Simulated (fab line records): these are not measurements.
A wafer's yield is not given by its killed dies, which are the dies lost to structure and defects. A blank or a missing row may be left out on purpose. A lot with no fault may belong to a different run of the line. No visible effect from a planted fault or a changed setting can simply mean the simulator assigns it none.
Matching of chambers ; flow n5-finfet ; cvd-co-02 running N5_BEOL_M5_PRE_CLEAN_77: 3 sister chambers
The step time 15 s. 16 wafers are shown with their chamber, then 7 later ones without.

== WAFERS PAIRED WITH THEIR CHAMBERS ==
wafer;chamber;heater-power-w (W)
L537.1;0;138
L537.2;1;61
L537.5;1;65
L543.4;0;141
L543.5;1;62
L543.6;2;75
L544.3;2;75
L544.4;1;63
L544.5;0;142
L547.1;0;140
L547.2;1;61
L547.6;0;140
L548.1;1;65
L548.5;0;140
L548.6;1;62
L549.2;2;73

SIGNATURES (averages over the wafers above)
reading;chamber 0;chamber 1;chamber 2;scatter within a chamber
heater-power-w;140.17;62.71;74.33;1.49
Rule: for a wafer and a chamber, the distance is found by dividing, reading by reading, the gap between the wafer's reading and the chamber's mean by the reading's scatter, squaring, summing and taking the root. The wafer belongs to the nearest chamber; if the next one is less than 2 further off, it can't be placed. The scatter: the root of (the sum of the squares of (reading less its chamber's mean) over the shown wafers, divided by (wafers less chambers)).

== WAFERS WHOSE CHAMBER IS MISSING ==
wafer;heater-power-w (W)
L549.4;75
L552.1;62
L552.3;144
L552.4;75
L560.1;141
L560.2;65
L560.3;75

== WHICH CHAMBER EACH WENT THROUGH ==
wafer;from the rows above;in truth
L549.4;2;2
L552.1;1;1
L552.3;0;0
L552.4;2;2
L560.1;0;0
L560.2;1;1
L560.3;2;2
Correctly placed: 7 of 7. Left unplaced by these rows: 0. Placed wrongly: 0.
